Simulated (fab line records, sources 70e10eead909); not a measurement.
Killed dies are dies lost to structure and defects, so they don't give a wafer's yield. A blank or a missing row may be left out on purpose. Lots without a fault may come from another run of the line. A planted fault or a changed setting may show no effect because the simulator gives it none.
Which tool did it? | flow nand_harc | 14 lots, 42 wafers sampled, at 6 steps of a route of 1302

WHAT THE GAUGES READ, wafer by wafer
NHARC_A_SOURCE_PLATE_THK_MEAS_09: measures by ellipsometry.
lot  | measured     | on            | thk_nm (nm)
L420 | day 8 01:40  | film_metro-01 | 9.6 8.8 10.2
L422 | day 8 12:19  | film_metro-02 | 9.2 10.6 9.3
L423 | day 9 02:58  | film_metro-01 | 9.7 8.8 10.3
L424 | day 9 17:14  | film_metro-01 | 9.6 9.0 10.3
L427 | day 10 21:12 | film_metro-01 | 10.0 11.7 9.4
L426 | day 10 21:12 | film_metro-02 | 9.2 9.4 8.8
L428 | day 11 17:59 | film_metro-02 | 10.2 12.1 7.8
L429 | day 12 03:30 | film_metro-02 | 12.5 9.9 9.4
L430 | day 12 03:30 | film_metro-01 | 9.3 9.2 8.3
L431 | day 12 10:54 | film_metro-01 | 9.8 10.2 8.9
L432 | day 13 03:06 | film_metro-02 | 10.1 9.3 10.0
L433 | day 13 03:06 | film_metro-01 | 8.5 10.2 10.0
L434 | day 14 00:44 | film_metro-01 | 9.7 9.2 9.3
L435 | day 14 00:44 | film_metro-02 | 8.2 9.8 8.6

NHARC_A_ONON_D1_THK_MEAS_24: measures by ellipsometry.
lot  | measured     | on            | thk_nm (nm)
L420 | day 9 06:10  | film_metro-01 | 1000 1002 1001
L422 | day 9 14:53  | film_metro-01 | 1012 1012 1010
L423 | day 10 05:33 | film_metro-01 | 992 992 994
L424 | day 11 00:19 | film_metro-02 | 991 993 992
L427 | day 11 22:41 | film_metro-01 | 988 987 985
L426 | day 11 22:41 | film_metro-02 | 1006 1006 1006
L428 | day 12 18:59 | film_metro-02 | 1016 1015 1014
L429 | day 13 03:46 | film_metro-01 | 986 988 985
L430 | day 13 03:46 | film_metro-02 | 991 991 992
L431 | day 13 11:45 | film_metro-02 | 993 992 994
L432 | day 14 05:15 | film_metro-02 | 1009 1008 1009
L433 | day 14 05:13 | film_metro-01 | 995 995 995
L434 | day 15 01:42 | film_metro-01 | 1016 1016 1018
L435 | day 15 01:42 | film_metro-02 | 1005 1005 1006

NHARC_A_ONON_D1_THK_MEAS_27: measures by ellipsometry.
lot  | measured     | on            | thk_nm (nm)
L420 | day 9 06:44  | film_metro-01 | 1023 1023 1024
L422 | day 9 15:28  | film_metro-01 | 1007 1005 1005
L423 | day 10 06:07 | film_metro-02 | 1000 998 1000
L424 | day 11 00:53 | film_metro-02 | 986 984 984
L427 | day 11 23:15 | film_metro-01 | 1019 1021 1019
L426 | day 11 23:16 | film_metro-02 | 1008 1007 1005
L428 | day 12 19:32 | film_metro-01 | 1004 1003 1003
L429 | day 13 04:20 | film_metro-02 | 996 997 995
L430 | day 13 04:19 | film_metro-01 | 1004 1003 1002
L431 | day 13 12:20 | film_metro-01 | 992 993 995
L432 | day 14 05:49 | film_metro-01 | 992 994 992
L433 | day 14 05:47 | film_metro-02 | 1001 1003 1000
L434 | day 15 02:16 | film_metro-02 | 997 994 996
L435 | day 15 02:16 | film_metro-01 | 1003 1001 1002

NHARC_A_CHANNEL_HOLE_D1_INSPECT_12.
lot  | measured     | on                | raw_defect_count
L420 | day 9 13:19  | defect_inspect-01 | 1 4 4
L422 | day 10 00:48 | defect_inspect-02 | 8 2 8
L423 | day 10 11:38 | defect_inspect-02 | 6 9 2
L424 | day 11 04:41 | defect_inspect-02 | 2 2 4
L427 | day 12 03:01 | defect_inspect-01 | 9 10 8
L426 | day 12 04:49 | defect_inspect-01 | 3 9 4
L428 | day 12 23:30 | defect_inspect-02 | 2 7 10
L429 | day 13 09:24 | defect_inspect-02 | 13 7 6
L430 | day 13 08:16 | defect_inspect-02 | 4 10 6
L431 | day 13 16:23 | defect_inspect-02 | 6 3 5
L432 | day 14 12:11 | defect_inspect-02 | 1042 1060 1023
L433 | day 14 12:20 | defect_inspect-02 | 7 5 4
L434 | day 15 06:11 | defect_inspect-01 | 1052 1107 1041
L435 | day 15 06:20 | defect_inspect-02 | 4 9 5

NHARC_END_SORT_01.
lot  | measured     | on        | killed_at_array | killed_at_other | killed_at_periphery | killed_dies | killed_open | killed_short
L432 | day 30 11:58 | prober-02 | 99 97 103       | 0 0 0           | 2 3 2               | 101 100 105 | 2 1 1       | 2 1 2
L434 | day 31 16:59 | prober-02 | 107 121 106     | 0 0 1           | 2 5 4               | 109 126 111 | 1 6 3       | 2 3 2

WHICH TOOL RAN EACH LOT (tool, then ch and the chambers of the sampled wafers, then the start)
lot  | NHARC_A_CHANNEL_HOLE_D1_DEP_00
L420 | acl_dep-03 ch 0, day 9 10:41
L422 | acl_dep-02 ch 0, day 9 22:47
L423 | acl_dep-03 ch 0, day 10 08:53
L424 | acl_dep-03 ch 0, day 11 02:04
L427 | acl_dep-02 ch 0, day 12 00:43
L426 | acl_dep-01 ch 0, day 12 02:20
L428 | acl_dep-01 ch 0, day 12 20:44
L429 | acl_dep-01 ch 0, day 13 06:47
L430 | acl_dep-02 ch 0, day 13 06:08
L431 | acl_dep-02 ch 0, day 13 14:14
L432 | acl_dep-02 ch 0, day 14 09:51
L433 | acl_dep-03 ch 0, day 14 10:10
L434 | acl_dep-02 ch 0, day 15 03:45
L435 | acl_dep-03 ch 0, day 15 03:46
- NHARC_A_CHANNEL_HOLE_D1_DEP_00: deposits aC, target thk 3100 nm.

WHAT THE TOOLS THEMSELVES READ (means of the sampled wafers that have a number; where no wafer has one, the mark that the record gives instead)
NHARC_A_CHANNEL_HOLE_D1_DEP_00.
lot  | tool       | throttle_valve_pct (%)
L420 | acl_dep-03 | 35.004
L422 | acl_dep-02 | 35.000
L423 | acl_dep-03 | 35.008
L424 | acl_dep-03 | 34.998
L427 | acl_dep-02 | 35.004
L426 | acl_dep-01 | 34.991
L428 | acl_dep-01 | 34.998
L429 | acl_dep-01 | 35.000
L430 | acl_dep-02 | 34.999
L431 | acl_dep-02 | 34.998
L432 | acl_dep-02 | 35.003
L433 | acl_dep-03 | 34.991
L434 | acl_dep-02 | 35.005
L435 | acl_dep-03 | 35.005

THE ANSWER, worked out from the rows above alone
Rule: what is usual is taken from the lots themselves. Put in order of their means at a reading, lots are off if they are a third of the lots or fewer, leave a main group of 4 or more, and stand apart from it by a gap of 3 or more times the standard deviation of the main group's means; of several such gaps the widest counts. A main group whose means are all the same, to the digits that the tables above print for the reading, isn't used. A lot without any number at a reading at which 4 lots or more have one is off too. The other lots that the step has rows for count as sound. The gauges are gone through in route order, then the tools' own readings, and for those a lot's mean is taken as printed above. The first step at which some lot is off is used, and at that step the reading that is off furthest; a lot without a number counts as furthest.
Off: L432, L434, at NHARC_A_CHANNEL_HOLE_D1_INSPECT_12 (raw_defect_count). The main group: mean 6, standard deviation 1.8.
A tool fits if, at a process step before that reading, it ran every lot that is off, and no sound lot after the first of them. The gauges at NHARC_A_CHANNEL_HOLE_D1_INSPECT_12 are tried like those tools. One fits: acl_dep-02 at NHARC_A_CHANNEL_HOLE_D1_DEP_00. Its last sound lot is L431 (day 13 14:14), its first lot that is off L432 (day 14 09:51): a fault that began between those two fits.

WHAT THE SIMULATOR HAD PUT IN
Chamber particle source: acl_dep-02, from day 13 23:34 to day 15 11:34, at NHARC_A_CHANNEL_HOLE_D1_DEP_00. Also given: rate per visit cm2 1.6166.
Lots struck among those shown: L432, L434. The rule above found the same.
